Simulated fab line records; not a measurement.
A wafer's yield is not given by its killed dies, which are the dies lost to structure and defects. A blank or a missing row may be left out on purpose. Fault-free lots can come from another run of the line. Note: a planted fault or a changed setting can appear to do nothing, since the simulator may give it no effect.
Which tool did it? / flow nand-harc / 7 lots, 21 wafers sampled, at 2 steps of a route of 1302

## WHAT THE GAUGES SHOWED, per wafer
NHARC_A_M1_THK_MEAS_24: measures by xrf.
lot=L209; measured=day 24 00:44; on=film-metro-02; thk-nm (nm)=156.8 155.4 155.2
lot=L207; measured=day 24 02:31; on=film-metro-02; thk-nm (nm)=155.8 155.7 154.6
lot=L212; measured=day 25 14:06; on=film-metro-02; thk-nm (nm)=155.4 154.7 155.7
lot=L220; measured=day 28 12:50; on=film-metro-02; thk-nm (nm)=152.6 154.9 155.4
lot=L223; measured=day 30 15:25; on=film-metro-02; thk-nm (nm)=156.9 156.0 153.0
lot=L229; measured=day 32 16:30; on=film-metro-02; thk-nm (nm)=155.1 153.6 154.5
lot=L228; measured=day 33 01:56; on=film-metro-02; thk-nm (nm)=154.0 154.7 152.5

## WHAT TOOL EACH LOT RAN ON (gives the tool, then ch and the chambers of the sampled wafers, and finally the start)
lot=L209; NHARC_A_CONTACT_ETCH_137=har-cap-etch-01 ch 1, day 23 07:52
lot=L207; NHARC_A_CONTACT_ETCH_137=har-cap-etch-02 ch 0,1, day 23 11:35
lot=L212; NHARC_A_CONTACT_ETCH_137=har-cap-etch-01 ch 0,1, day 24 22:38
lot=L220; NHARC_A_CONTACT_ETCH_137=har-cap-etch-03 ch 0,1, day 27 21:59
lot=L223; NHARC_A_CONTACT_ETCH_137=har-cap-etch-01 ch 0,1, day 30 00:07
lot=L229; NHARC_A_CONTACT_ETCH_137=har-cap-etch-02 ch 0,1, day 32 01:35
lot=L228; NHARC_A_CONTACT_ETCH_137=har-cap-etch-01 ch 0,1, day 32 10:52
- NHARC_A_CONTACT_ETCH_137: etches the open film in C4F8/O2/Ar, time 311 s, target depth 1912 nm.

## THE ANSWER, worked out from the rows above alone
Rule: the usual values come from the lots themselves. Put in order of their means at a reading, lots are off if they are a third of the lots or fewer, leave a main group of 4 or more, and stand apart from it by a gap of 3 or more times the standard deviation of the main group's means; of several such gaps the widest counts. A main group is skipped when, at the precision printed for the reading in the tables above, its means are all equal. Also off: a lot with no number at a reading for which 4 or more lots have one. Any other lot the step has rows for is counted as sound.
Across all readings shown, no lot is off: no conclusion can be drawn from this.

## WHAT THE SIMULATOR HAD PUT IN
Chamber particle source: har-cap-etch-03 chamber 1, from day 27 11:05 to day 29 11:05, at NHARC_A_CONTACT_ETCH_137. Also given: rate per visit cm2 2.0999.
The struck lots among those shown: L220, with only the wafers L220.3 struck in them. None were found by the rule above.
